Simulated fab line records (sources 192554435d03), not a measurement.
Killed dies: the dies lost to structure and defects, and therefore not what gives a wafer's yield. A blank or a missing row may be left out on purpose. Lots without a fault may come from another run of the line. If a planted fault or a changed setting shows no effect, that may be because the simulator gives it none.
Chamber matching :: flow n5_finfet :: rie_diel-03 running N5_BEOL_M3_STRIP_66: 4 sister chambers
The step strips in CF4. 8 wafers are shown with their chamber, then 9 later ones without.

## WAFERS, EACH WITH ITS CHAMBER
wafer: L078.3
chamber: 3
showerhead_plenum_p_Torr (Torr): 1.88
throttle_valve_pct (%): 13.28

wafer: L078.6
chamber: 2
showerhead_plenum_p_Torr (Torr): 1.81
throttle_valve_pct (%): 13.67

wafer: L082.2
chamber: 3
showerhead_plenum_p_Torr (Torr): 1.88
throttle_valve_pct (%): 13.30

wafer: L085.4
chamber: 0
showerhead_plenum_p_Torr (Torr): 1.86
throttle_valve_pct (%): 13.55

wafer: L085.6
chamber: 1
showerhead_plenum_p_Torr (Torr): 1.79
throttle_valve_pct (%): 13.88

wafer: L086.1
chamber: 2
showerhead_plenum_p_Torr (Torr): 1.80
throttle_valve_pct (%): 13.70

wafer: L086.3
chamber: 0
showerhead_plenum_p_Torr (Torr): 1.86
throttle_valve_pct (%): 13.55

wafer: L086.4
chamber: 1
showerhead_plenum_p_Torr (Torr): 1.79
throttle_valve_pct (%): 13.90

## WAFERS WITH NO CHAMBER GIVEN
wafer: L087.1
showerhead_plenum_p_Torr (Torr): 1.79
throttle_valve_pct (%): 13.90

wafer: L087.3
showerhead_plenum_p_Torr (Torr): 1.88
throttle_valve_pct (%): 13.32

wafer: L087.6
showerhead_plenum_p_Torr (Torr): 1.86
throttle_valve_pct (%): 13.55

wafer: L092.2
showerhead_plenum_p_Torr (Torr): 1.86
throttle_valve_pct (%): 13.58

wafer: L092.5
showerhead_plenum_p_Torr (Torr): 1.88
throttle_valve_pct (%): 13.34

wafer: L092.6
showerhead_plenum_p_Torr (Torr): 1.86
throttle_valve_pct (%): 13.57

wafer: L097.2
showerhead_plenum_p_Torr (Torr): 1.87
throttle_valve_pct (%): 13.35

wafer: L097.5
showerhead_plenum_p_Torr (Torr): 1.78
throttle_valve_pct (%): 13.93

wafer: L097.6
showerhead_plenum_p_Torr (Torr): 1.85
throttle_valve_pct (%): 13.60

## EACH ONE'S CHAMBER
wafer: L087.1
from the rows above: 1
in truth: 1

wafer: L087.3
from the rows above: 3
in truth: 3

wafer: L087.6
from the rows above: 0
in truth: 0

wafer: L092.2
from the rows above: 0
in truth: 0

wafer: L092.5
from the rows above: 3
in truth: 3

wafer: L092.6
from the rows above: 0
in truth: 0

wafer: L097.2
from the rows above: 3
in truth: 3

wafer: L097.5
from the rows above: 1
in truth: 1

wafer: L097.6
from the rows above: 0
in truth: 0
Placed correctly: 9 of 9. Left unplaced by these rows: 0. Wrongly placed: 0.
How it was worked out, from the rows above alone: a wafer's distance from a chamber is the root of the sum, over the readings, of the square of ((its reading less the chamber's mean) divided by the reading's scatter). If the next closest chamber is less than 2 further off than the closest, the wafer can't be placed; otherwise it belongs to the closest. Each chamber's mean is taken over the wafers shown for it. The scatter: take each reading less its chamber's mean, square it, sum over the shown wafers, divide by the number of wafers less the number of chambers, and take the root.
